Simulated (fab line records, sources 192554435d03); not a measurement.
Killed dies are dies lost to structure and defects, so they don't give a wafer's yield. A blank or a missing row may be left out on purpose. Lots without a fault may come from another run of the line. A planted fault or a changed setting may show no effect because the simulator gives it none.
fab line records | flow n5_finfet
record lots=4 wafers=12 last_day=15
route steps=1938 shown BEOL_M4@1049 PASSIVATION@1936
lots that met no fault: from a run of the same line without faults
start_h: hours from the record's first day to the start of the lot's first wafer shown | wait_h: hours since the lot's step before | " the same as in the row above | L1.1+2: a row that stands for several wafers | - no value, or no start given | * or withheld: withheld | < > ~ a bound
route shown NAME@n: a module of which the file shows steps, and the number in the route of the first | usual: mean/standard deviation of fault-free wafers | same: alike in all rows | chamber/n: place in a boat | sites: the reading at each site | _std_site: their standard deviation | _edge_site: outer sites' mean less inner sites' | radius_mm: how far each site lies from the wafer's centre | mask NAME#n: copy n | behind: the tool/chamber that last shaped the wafer | hold: why the lot was held/for how many hours/how that ended | device: the transistor (n, p or np) that didn't switch | end of line: the same wafers' tests at the end of the route | a step without rows: its recipe alone | killed: dies lost to structure and defects at the first sort, not the wafer's yield | map: a wafer's dies, x killed, . not, _ none there
set.NAME: the setting as run; set.NAME@STEP: as run at that earlier step | model.NAME: the simulator's own value behind a step, which no gauge read
lots at some steps of the route; a table a step, a row a wafer
services: from which hour (start_h, from the record's first day; less than 0 if before it) a tool's chamber was out of use, for how many hours, and why
## steps
# step N5_BEOL_M4_COAT_76
# recipe resist=underlayer temp_c=205 time_s=60 spin_rpm=1500 resist_thk_nm=5
# step N5_BEOL_M4_COAT_22
# recipe resist=CAR-EUV spin_rpm=1500 resist_thk_nm=30
# step N5_BEOL_M4_EBR_24
# recipe solvent=PGMEA ebr_width_mm=1.5
# step N5_BEOL_M4_SOFTBAKE_23
# recipe temp_c=110 time_s=60 resist=CAR-EUV
# step N5_BEOL_M4_EXPOSE_25
# recipe mask_id=V3 na=0.33 source_shape=quasar sigma_inner=0.2 sigma_outer=0.8 polarization=unpolarized defocus_nm=5 dose_mj=63
# step N5_BEOL_M4_PEB_26
# recipe peb_temp_c=100 peb_time_s=60 resist=CAR-EUV
# step N5_BEOL_M4_DEVELOP_27
# recipe develop_time_s=30 developer=TMAH resist=CAR-EUV rinse_liquid=surfactant_rinse dry=air_spin dev_temp_c=23
# step N5_BEOL_M4_DESCUM_33
# recipe chemistry=O2 time_s=7 source_power_w=50 bias_power_w=20 pressure_mtorr=20 rf_frequency_hz=2.712e+07 temp_c=40 resist=CAR-EUV o2_flow_sccm=225
# step N5_BEOL_M4_ETCH_77
# recipe chemistry=N2/H2 target=underlayer target_depth_a=65 mask_material=CAR-EUV time_s=5.2 ion_energy_ev=200 pressure_mtorr=30 source_w=840 bias_w=150 n2_flow_sccm=200 h2_flow_sccm=200 ends=cleared
# step N5_BEOL_M4_ETCH_69
# recipe chemistry=CF4 target=SiARC target_depth_a=156 mask_material=CAR-EUV time_s=26 ion_energy_ev=80 pressure_mtorr=40 source_w=545 bias_w=36 Ar_flow_sccm=100 cf4_flow_sccm=100 ends=cleared
# usual bias_w=36.00/0.11 cf4_flow_sccm=100.01/0.29 drypump_motor_current_A=5.8/0.44 etch_rf_on_time_s=25.6/0.94 oes_product_au=0.69/0.084 rf_vpp_V=184.0/1.4 showerhead_plenum_p_Torr=2.13/0.089 throttle_valve_pct=15.55/0.27
# columns lot.wafer tool chamber start_h wait_h bias_w cf4_flow_sccm drypump_motor_current_A etch_rf_on_time_s oes_product_au rf_hours_counter_h rf_vpp_V showerhead_plenum_p_Torr throttle_valve_pct model.CAR-EUV_of_BEOL_M4_COAT_22.thk_nm
L809.1 rie_diel-05 3 164.83 0.0 36.07 99.86 5.9 25.1 0.72 94 184.6 2.25 15.43 11.2
L809.2 " 0 " " 35.85 99.43 5.8 26.3 0.83 4 183.6 2.09 15.22 11.2
L809.4 " 3 " " 36.04 99.76 6.0 25.0 0.72 - 185.3 2.25 15.43 11
L814.1 rie_diel-05 1 201.27 0.0 - - - - - - - - - 20.2
L814.5 " 0 " " - - - - - - - - - 20.2
L814.6 " 3 " " - - - - - - - - - 20.2
L817.1 rie_diel-05 3 205.32 0.0 - - - - - - - - - 20.4
L817.2 " 0 " " - - - - - - - - - 20.4
L817.3 " 2 " " - - - - - - - - - 20.2
L823.1 rie_diel-04 0 250.27 0.0 35.99 99.76 5.5 24.3 0.80 40 185.1 2.15 15.09 11
L823.3 " 1 " " 35.88 99.57 4.9 28.0 0.58 214 184.1 2.05 15.93 11.2
L823.6 " 2 " " 36.09 100.27 6.2 26.5 0.58 - 182.5 2.02 16.00 11
# step N5_BEOL_M4_ALD_98
# recipe material=SiO2 target_thk_a=25 temp_c=100 ald_precursor_family=BDEAS ald_co_reactant=O2-plasma pulse_time_s=1 co_reactant_pulse_time_s=1 purge_time_s=2 co_reactant_purge_time_s=2 ald_cycles=17 pressure_torr=2
# step N5_BEOL_M4_ETCHBACK_99
# recipe chemistry=CHF3 target=SiO2 target_depth_a=50 time_s=10.4 source_w=215 bias_w=47 Ar_flow_sccm=200 CHF3_flow_sccm=12 ion_energy_ev=100 pressure_mtorr=30
# usual drypump_motor_current_A=5.7/0.47 oes_product_au=0.81/0.099 rf_vpp_V=243/6.9 showerhead_plenum_p_Torr=2.15/0.1 throttle_valve_pct=17.04/0.27
# columns lot.wafer tool chamber start_h wait_h drypump_motor_current_A oes_product_au rf_hours_counter_h rf_vpp_V showerhead_plenum_p_Torr throttle_valve_pct model.CAR-EUV_of_BEOL_M4_COAT_22.thk_nm
L809.1 rie_diel-04 3 167.62 2.1 5.3 0.71 248 240 2.04 17.23 10.4
L809.2 " 1 " " 4.9 0.71 182 250 2.06 17.27 10.4
L809.4 " 2 " " 6.1 0.70 213 228 2.04 17.40 10.4
L814.1 rie_diel-03 0 203.64 2.1 5.5 0.31 52 241 2.30 16.82 19.6
L814.5 " 3 " " 5.4 0.27 - 238 2.11 17.05 19.6
L814.6 " 0 " " 5.5 0.33 - 240 2.30 16.82 19.4
L817.1 rie_diel-03 2 206.85 1.4 5.2 0.29 132 244 2.08 17.09 19.6
L817.2 " 0 " " 5.5 0.32 53 241 2.30 16.84 19.6
L817.3 " 1 " " 6.0 0.28 142 241 2.09 17.46 19.6
L823.1 rie_diel-05 3 252.66 1.3 5.9 0.79 129 242 2.26 17.00 10.4
L823.3 " 2 " " 6.3 0.71 212 244 2.05 17.01 10.4
L823.6 " 2 " " 6.3 0.71 - 242 2.05 16.99 10.4
# step N5_BEOL_M4_ETCH_70
# recipe chemistry=N2/H2 target=SOC target_depth_a=800 overetch_a=240 mask_material=SiARC temp_c=40 time_s=130 ion_energy_ev=200 pressure_mtorr=30 source_w=840 bias_w=150 n2_flow_sccm=200 h2_flow_sccm=200
# usual bias_w=150.0/0.47 chamber_pressure_mTorr=30.000/0.029 drypump_motor_current_A=5.7/0.46 oes_product_au=0.59/0.066 rf_vpp_V=524/3.6 showerhead_plenum_p_Torr=2.54/0.12 throttle_valve_pct=17.75/0.23
# columns lot.wafer tool chamber start_h wait_h bias_w chamber_pressure_mTorr drypump_motor_current_A oes_product_au rf_hours_counter_h rf_vpp_V showerhead_plenum_p_Torr throttle_valve_pct
L809.1 rie_diel-04 3 167.66 0.0 149.7 30.021 5.3 0.52 248 520 2.39 17.83
L809.2 " 1 " " 150.2 30.030 4.9 0.54 182 520 2.43 17.94
L809.4 " 2 " " 150.5 30.022 6.2 0.52 213 519 2.41 18.21
L814.1 rie_diel-03 0 203.68 0.0 150.1 30.045 5.5 0.32 52 528 2.69 17.42
L814.5 " 3 " " 150.8 29.981 5.4 0.27 - 522 2.52 17.89
L814.6 " 0 " " 150.0 30.022 5.5 0.32 - 530 2.69 17.41
L817.1 rie_diel-03 2 206.89 0.0 150.6 29.965 5.2 0.30 132 520 2.45 17.70
L817.2 " 0 " " 150.4 29.982 5.5 0.32 53 528 2.69 17.43
L817.3 " 1 " " 150.0 30.006 6.0 0.28 142 522 2.41 17.82
L823.1 rie_diel-05 3 252.70 0.0 149.9 30.036 6.0 0.58 129 526 2.69 17.86
L823.3 " 2 " " 149.6 29.956 6.2 0.53 212 521 2.44 17.82
L823.6 " 2 " " 150.2 30.035 6.3 0.53 - 521 2.44 17.84
# step N5_BEOL_M4_RC_MEAS_101
# usual DIBL_N=35.0/2.4 DIBL_P=35.4/2.8 IOFF_N=0.14/0.045 IOFF_P=0.20/0.048 ION_N=667/19 ION_P=460/11 SS_N=71.2/0.71 SS_P=73.1/0.86 VT_N=252/4.6 VT_P=-251/3.4
# columns lot.wafer tool chamber start_h wait_h DIBL_N[mV/V] DIBL_P[mV/V] IOFF_N[nA/um] IOFF_P[nA/um] ION_N[uA/um] ION_P[uA/um] SS_N[mV/dec] SS_P[mV/dec] VT_N[mV] VT_P[mV]
L809.1 prober-02 0 172.25 0.0 35.5 37.2 0.17 0.23 688 473 72.0 73.7 249 -248
L809.2 " 0 " " 35.8 37.8 0.16 0.23 670 460 71.2 73.2 253 -247
L809.4 " 0 " " 37.8 39.7 0.22 0.26 694 467 72.1 74.5 244 -247
L823.1 prober-02 0 258.96 0.0 38.1 37.4 0.20 0.21 696 471 71.4 73.4 246 -251
L823.3 " 0 " " 37.3 36.2 0.16 0.20 662 454 71.0 73.3 251 -250
L823.6 " 0 " " 36.2 34.7 0.14 0.17 652 446 71.0 73.1 254 -253
# step N5_PASSIVATION_PROBE_49
# usual defect_limited_yield=91.7/1.4 killed_at_M0_to_M3=32/9.7 killed_at_M4_up=14/5.5 killed_at_contacts=13/6.1 killed_at_front_end=35/10 killed_at_other=4.2/2.9 killed_dies=98/17 killed_on_rim=13/4.2 killed_open=63/12 killed_short=32/7.7 sort_bin_5_function=4.8/0.9 sort_bin_6_memory=3.1/0.63 sort_n_pass=1073/41 sort_yield_pct=91/3.5
# same gross_dies=1180 killed_at_back_side=0 sort_bin_4_leakage[%]=0 sort_bin_8_speed[%]=0
# columns lot.wafer tool chamber start_h wait_h defect_limited_yield[%] killed_at_M0_to_M3 killed_at_M4_up killed_at_contacts killed_at_front_end killed_at_other killed_dies killed_on_rim killed_open killed_short sort_bin_5_function[%] sort_bin_6_memory[%] sort_n_pass sort_yield_pct[%]
L809.1 prober-02 - 279.08 0.0 90.6 31 11 18 46 5 111 9 72 36 4.7 4.4 1069 91
L809.2 prober-02 - 279.13 0.1 91.4 32 7 23 36 3 101 16 67 32 5.3 3.1 1079 91
L809.4 prober-02 - 279.23 0.2 91.1 28 10 12 54 1 105 13 69 26 4.9 3.1 1075 91
L814.1 prober-02 - 304.66 0.0 0 38 1098 7 32 5 1180 152 73 34 95.5 4.0 0 0
L814.5 prober-02 - 304.86 0.2 0 32 1091 12 43 2 1180 152 74 34 96.4 3.1 0 0
L814.6 prober-02 - 304.91 0.3 0 34 1087 5 51 3 1180 152 74 37 95.8 3.9 0 0
L817.1 prober-01 - 321.58 0.0 0 29 1098 16 27 10 1180 152 74 16 96.5 3.1 0 0
L817.2 prober-01 - 321.63 0.1 0 45 1096 10 28 1 1180 152 66 30 96.9 3.0 0 0
L817.3 prober-01 - 321.68 0.1 0 29 1098 9 39 5 1180 152 59 27 97.0 2.8 0 0
L823.1 prober-01 - 371.14 0.0 93.8 26 12 17 16 2 73 10 45 26 3.4 2.5 1107 94
L823.3 prober-01 - 371.24 0.1 93.6 18 10 14 32 1 75 7 52 23 3.6 2.5 1105 94
L823.6 prober-01 - 371.39 0.3 92.5 28 15 22 21 2 88 13 64 23 4.3 2.9 1092 93
# killed by level:class
L809.1 MOL_CONTACT_COAG:geometric_particle:open=15 STI_FIN_REVEAL:geometric_particle:open=14 BEOL_M0_SAQP:geometric_particle:short=11 BEOL_M3:geometric_particle:open=11 GATE_CUT:geometric_particle:short=7 GATE_CUT:geometric_particle:open=5 BEOL_M4:geometric_particle:open=5 DUMMY_GATE:geometric_particle:open=4
L809.2 MOL_CONTACT_COAG:geometric_particle:open=18 BEOL_M0_SAQP:geometric_particle:open=10 STI_FIN_REVEAL:geometric_particle:open=9 FIN_SAQP:geometric_particle:short=8 BEOL_M0_SAQP:geometric_particle:short=8 BEOL_M3:geometric_particle:open=7 FIN_SAQP:geometric_particle:open=6 MOL_CONTACT_COAG:geometric_particle:short=5
L809.4 STI_FIN_REVEAL:geometric_particle:open=12 MOL_CONTACT_COAG:geometric_particle:open=12 FIN_SAQP:geometric_particle:open=11 HKMG_FIN:area_etch=8 BEOL_M0_SAQP:geometric_particle:open=7 BEOL_M0_SAQP:geometric_particle:short=7 BEOL_M3:geometric_particle:open=7 FIN_SAQP:geometric_particle:short=5
L814.1 BEOL_M4:area_etch=1072 BEOL_M4:geometric_particle:open=12 BEOL_M2:geometric_particle:open=11 FIN_SAQP:geometric_particle:open=10 BEOL_M1:geometric_particle:open=10 FIN_SAQP:geometric_particle:short=7 BEOL_M0_SAQP:geometric_particle:open=6 MOL_CONTACT_COAG:geometric_particle:open=5
L814.5 BEOL_M4:area_etch=1071 FIN_SAQP:geometric_particle:open=14 BEOL_M4:geometric_particle:open=12 FIN_SAQP:geometric_particle:short=11 MOL_CONTACT_COAG:geometric_particle:open=9 BEOL_M0_SAQP:geometric_particle:short=8 BEOL_M1:geometric_particle:open=8 BEOL_M0_SAQP:geometric_particle:open=5
L814.6 BEOL_M4:area_etch=1069 FIN_SAQP:geometric_particle:open=13 FIN_SAQP:geometric_particle:short=12 BEOL_M1:geometric_particle:open=11 BEOL_M4:geometric_particle:open=9 STI_FIN_REVEAL:geometric_particle:open=8 BEOL_M0_SAQP:geometric_particle:open=8 BEOL_M0_SAQP:geometric_particle:short=6
L817.1 BEOL_M4:area_etch=1087 MOL_CONTACT_COAG:geometric_particle:open=16 DUMMY_GATE:geometric_particle:open=7 BEOL_M0_SAQP:geometric_particle:open=7 BEOL_M3:geometric_particle:open=7 FIN_SAQP:geometric_particle:open=5 BEOL_M1:geometric_particle:open=5 BEOL_M2:geometric_particle:open=4
L817.2 BEOL_M4:area_etch=1082 MOL_CONTACT_COAG:geometric_particle:open=8 BEOL_M0_SAQP:geometric_particle:short=8 BEOL_M3:geometric_particle:open=8 BEOL_M2:geometric_particle:open=7 BEOL_M0_SAQP:geometric_particle:open=7 BEOL_M1:geometric_particle:open=7 FIN_SAQP:geometric_particle:open=6
L817.3 BEOL_M4:area_etch=1087 FIN_SAQP:geometric_particle:open=11 BEOL_M3:geometric_particle:open=9 MOL_CONTACT_COAG:geometric_particle:open=8 BEOL_M0_SAQP:geometric_particle:short=7 FIN_SAQP:geometric_particle:short=5 STI_FIN_REVEAL:geometric_particle:open=4 BEOL_M0_SAQP:geometric_particle:open=4
L823.1 MOL_CONTACT_COAG:geometric_particle:open=13 BEOL_M0_SAQP:geometric_particle:short=11 BEOL_M0_SAQP:geometric_particle:open=5 STI_FIN_REVEAL:geometric_particle:open=4 MOL_CONTACT_COAG:geometric_particle:short=4 BEOL_M3:geometric_particle:open=4 BEOL_M8:geometric_particle:open=3 STARTING-WAFER:geometric_particle:open=3
L823.3 MOL_CONTACT_COAG:geometric_particle:open=12 DUMMY_GATE:geometric_particle:open=7 FIN_SAQP:geometric_particle:open=5 BEOL_M0_SAQP:geometric_particle:short=5 STI_FIN_REVEAL:geometric_particle:open=4 DUMMY_GATE:geometric_particle:short=4 BEOL_M0_SAQP:geometric_particle:open=4 BEOL_M2:geometric_particle:open=4
L823.6 MOL_CONTACT_COAG:geometric_particle:open=17 BEOL_M2:geometric_particle:open=10 DUMMY_GATE:geometric_particle:open=7 BEOL_M4:geometric_particle:open=7 MOL_CONTACT_COAG:geometric_particle:short=5 BEOL_M0_SAQP:geometric_particle:short=5 BEOL_M5:geometric_particle:open=4 FIN_SAQP:geometric_particle:short=3
# map L814.1 (x killed, . not)
_________________xxxxxxxxxxxx________________
______________xxxxxxxxxxxxxxxxxx_____________
___________xxxxxxxxxxxxxxxxxxxxxxxx__________
__________xxxxxxxxxxxxxxxxxxxxxxxxxx_________
________xxxxxxxxxxxxxxxxxxxxxxxxxxxxxx_______
_______xxxxxxxxxxxxxxxxxxxxxxxxxxxxxxxx______
______xxxxxxxxxxxxxxxxxxxxxxxxxxxxxxxxxx_____
_____xxxxxxxxxxxxxxxxxxxxxxxxxxxxxxxxxxxx____
____xxxxxxxxxxxxxxxxxxxxxxxxxxxxxxxxxxxxxx___
___xxxxxxxxxxxxxxxxxxxxxxxxxxxxxxxxxxxxxxxx__
___xxxxxxxxxxxxxxxxxxxxxxxxxxxxxxxxxxxxxxxx__
__xxxxxxxxxxxxxxxxxxxxxxxxxxxxxxxxxxxxxxxxxx_
__xxxxxxxxxxxxxxxxxxxxxxxxxxxxxxxxxxxxxxxxxx_
_xxxxxxxxxxxxxxxxxxxxxxxxxxxxxxxxxxxxxxxxxxxx
_xxxxxxxxxxxxxxxxxxxxxxxxxxxxxxxxxxxxxxxxxxxx
_xxxxxxxxxxxxxxxxxxxxxxxxxxxxxxxxxxxxxxxxxxxx
_xxxxxxxxxxxxxxxxxxxxxxxxxxxxxxxxxxxxxxxxxxxx
_xxxxxxxxxxxxxxxxxxxxxxxxxxxxxxxxxxxxxxxxxxxx
_xxxxxxxxxxxxxxxxxxxxxxxxxxxxxxxxxxxxxxxxxxxx
_xxxxxxxxxxxxxxxxxxxxxxxxxxxxxxxxxxxxxxxxxxxx
_xxxxxxxxxxxxxxxxxxxxxxxxxxxxxxxxxxxxxxxxxxxx
__xxxxxxxxxxxxxxxxxxxxxxxxxxxxxxxxxxxxxxxxxx_
__xxxxxxxxxxxxxxxxxxxxxxxxxxxxxxxxxxxxxxxxxx_
___xxxxxxxxxxxxxxxxxxxxxxxxxxxxxxxxxxxxxxxx__
___xxxxxxxxxxxxxxxxxxxxxxxxxxxxxxxxxxxxxxxx__
____xxxxxxxxxxxxxxxxxxxxxxxxxxxxxxxxxxxxxx___
_____xxxxxxxxxxxxxxxxxxxxxxxxxxxxxxxxxxxx____
______xxxxxxxxxxxxxxxxxxxxxxxxxxxxxxxxxx_____
_______xxxxxxxxxxxxxxxxxxxxxxxxxxxxxxxx______
________xxxxxxxxxxxxxxxxxxxxxxxxxxxxxx_______
__________xxxxxxxxxxxxxxxxxxxxxxxxxx_________
___________xxxxxxxxxxxxxxxxxxxxxxxx__________
______________xxxxxxxxxxxxxxxxxx_____________
_________________xxxxxxxxxxxx________________
# map L817.1 (x killed, . not)
_________________xxxxxxxxxxxx________________
______________xxxxxxxxxxxxxxxxxx_____________
___________xxxxxxxxxxxxxxxxxxxxxxxx__________
__________xxxxxxxxxxxxxxxxxxxxxxxxxx_________
________xxxxxxxxxxxxxxxxxxxxxxxxxxxxxx_______
_______xxxxxxxxxxxxxxxxxxxxxxxxxxxxxxxx______
______xxxxxxxxxxxxxxxxxxxxxxxxxxxxxxxxxx_____
_____xxxxxxxxxxxxxxxxxxxxxxxxxxxxxxxxxxxx____
____xxxxxxxxxxxxxxxxxxxxxxxxxxxxxxxxxxxxxx___
___xxxxxxxxxxxxxxxxxxxxxxxxxxxxxxxxxxxxxxxx__
___xxxxxxxxxxxxxxxxxxxxxxxxxxxxxxxxxxxxxxxx__
__xxxxxxxxxxxxxxxxxxxxxxxxxxxxxxxxxxxxxxxxxx_
__xxxxxxxxxxxxxxxxxxxxxxxxxxxxxxxxxxxxxxxxxx_
_xxxxxxxxxxxxxxxxxxxxxxxxxxxxxxxxxxxxxxxxxxxx
_xxxxxxxxxxxxxxxxxxxxxxxxxxxxxxxxxxxxxxxxxxxx
_xxxxxxxxxxxxxxxxxxxxxxxxxxxxxxxxxxxxxxxxxxxx
_xxxxxxxxxxxxxxxxxxxxxxxxxxxxxxxxxxxxxxxxxxxx
_xxxxxxxxxxxxxxxxxxxxxxxxxxxxxxxxxxxxxxxxxxxx
_xxxxxxxxxxxxxxxxxxxxxxxxxxxxxxxxxxxxxxxxxxxx
_xxxxxxxxxxxxxxxxxxxxxxxxxxxxxxxxxxxxxxxxxxxx
_xxxxxxxxxxxxxxxxxxxxxxxxxxxxxxxxxxxxxxxxxxxx
__xxxxxxxxxxxxxxxxxxxxxxxxxxxxxxxxxxxxxxxxxx_
__xxxxxxxxxxxxxxxxxxxxxxxxxxxxxxxxxxxxxxxxxx_
___xxxxxxxxxxxxxxxxxxxxxxxxxxxxxxxxxxxxxxxx__
___xxxxxxxxxxxxxxxxxxxxxxxxxxxxxxxxxxxxxxxx__
____xxxxxxxxxxxxxxxxxxxxxxxxxxxxxxxxxxxxxx___
_____xxxxxxxxxxxxxxxxxxxxxxxxxxxxxxxxxxxx____
______xxxxxxxxxxxxxxxxxxxxxxxxxxxxxxxxxx_____
_______xxxxxxxxxxxxxxxxxxxxxxxxxxxxxxxx______
________xxxxxxxxxxxxxxxxxxxxxxxxxxxxxx_______
__________xxxxxxxxxxxxxxxxxxxxxxxxxx_________
___________xxxxxxxxxxxxxxxxxxxxxxxx__________
______________xxxxxxxxxxxxxxxxxx_____________
_________________xxxxxxxxxxxx________________
## services
# columns tool chamber start_h hours kind
rie_diel-05 1 160.41 - clean
rie_diel-05 1 160.41 - consumable_replace:focus_ring
rie_diel-05 1 160.41 - consumable_replace:showerhead
rie_diel-05 1 160.41 34.7 scheduled_down
rie_diel-05 1 160.41 34.7 vent_cycle
rie_diel-04 3 174.86 - clean
rie_diel-04 3 174.86 - consumable_replace:focus_ring
rie_diel-04 3 174.86 - consumable_replace:showerhead
rie_diel-04 3 174.86 20.3 scheduled_down
rie_diel-04 3 174.86 20.3 vent_cycle
rie_diel-04 2 201.91 1.7 repair
rie_diel-05 3 236.18 4.1 repair
rie_diel-03 1 247.14 7.8 repair
## key
first_sign step=N5_BEOL_M4_ETCH_69 reading=tool_record direction=missing
effect step=N5_BEOL_M4_ETCHBACK_99 reading=oes_product_au direction=down sigmas=5.1 usual=0.81 struck=0.30
effect step=N5_BEOL_M4_ETCH_70 reading=oes_product_au direction=down sigmas=4.4 usual=0.59 struck=0.30
effect step=N5_PASSIVATION_PROBE_49 reading=killed_at_M4_up direction=up sigmas=99+ usual=14 struck=1095
model_effect step=N5_BEOL_M4_ETCH_69 value=CAR-EUV_of_BEOL_M4_COAT_22.thk_nm without=11.1 struck=20.27
model_effect step=N5_BEOL_M4_ETCHBACK_99 value=CAR-EUV_of_BEOL_M4_COAT_22.thk_nm without=10.37 struck=19.57
more_kills_born_at N5_BEOL_M4_ETCH_69@rie_diel-05=6468
met_at N5_BEOL_M4_ETCH_69
struck_wafers L814.1,L814.5,L814.6,L817.1,L817.2,L817.3
later_rows_left_out L814.1,L814.5,L814.6,L817.1,L817.2,L817.3
onset_between 164.83 201.27
fault kind=skipped_step_whole tool=rie_diel-05 chamber=- onset_h=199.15 steps=N5_BEOL_M4_ETCH_69 scope=struck_lots_only
# later_rows_left_out: the simulator's readings of these wafers behind a module that went badly wrong aren't trusted and aren't shown, but for the sort
